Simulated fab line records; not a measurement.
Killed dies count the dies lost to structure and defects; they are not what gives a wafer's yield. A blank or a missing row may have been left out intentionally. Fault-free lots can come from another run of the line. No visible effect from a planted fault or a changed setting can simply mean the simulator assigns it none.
Chamber matching | flow n5Finfet | rieDiel-03 running N5_BEOL_M3_ETCHBACK_99: 4 sister chambers
The step etches SiO2 in CHF3, target depth 5 nm, time 10.4 s. 4 wafers are shown with their chamber, then 11 later ones without.

## WAFERS WITH THEIR CHAMBER
wafer  | chamber | showerheadPlenumPTorr (Torr)
L089.1 | 2       | 2.17
L089.2 | 0       | 2.15
L089.4 | 1       | 2.05
L095.1 | 3       | 2.29

## WAFERS WITHOUT THEIR CHAMBER
wafer  | showerheadPlenumPTorr (Torr)
L095.2 | 2.17
L095.3 | 2.04
L094.1 | 2.17
L094.2 | 2.04
L094.3 | 2.29
L096.1 | 2.15
L096.3 | 2.04
L096.4 | 2.17
L097.1 | 2.15
L097.3 | 2.16
L097.6 | 2.15

## CHAMBER TAKEN BY EACH
wafer  | from the rows above     | in truth
L095.2 | 2                       | 2
L095.3 | 1                       | 1
L094.1 | 2                       | 2
L094.2 | 1                       | 1
L094.3 | 3                       | 3
L096.1 | 0                       | 0
L096.3 | 1                       | 1
L096.4 | 2                       | 2
L097.1 | 0                       | 0
L097.3 | can't be placed: 2 or 0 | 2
L097.6 | 0                       | 0
Placed correctly: 10 of 11. These rows do not allow placing 1 (true chamber among the candidates in 1). Wrongly placed: 0.
How it was worked out, from the rows above alone: a wafer's distance from a chamber is the root of the sum, over the readings, of the square of ((its reading less the chamber's mean) divided by the reading's scatter). If the next closest chamber is less than 2 further off than the closest, the wafer can't be placed; otherwise it belongs to the closest. A chamber's mean is the mean of its shown wafers. The scatter (one wafer shown for each chamber): square how far every hidden wafer sits from the nearest shown wafer, average those squares and take the square root.
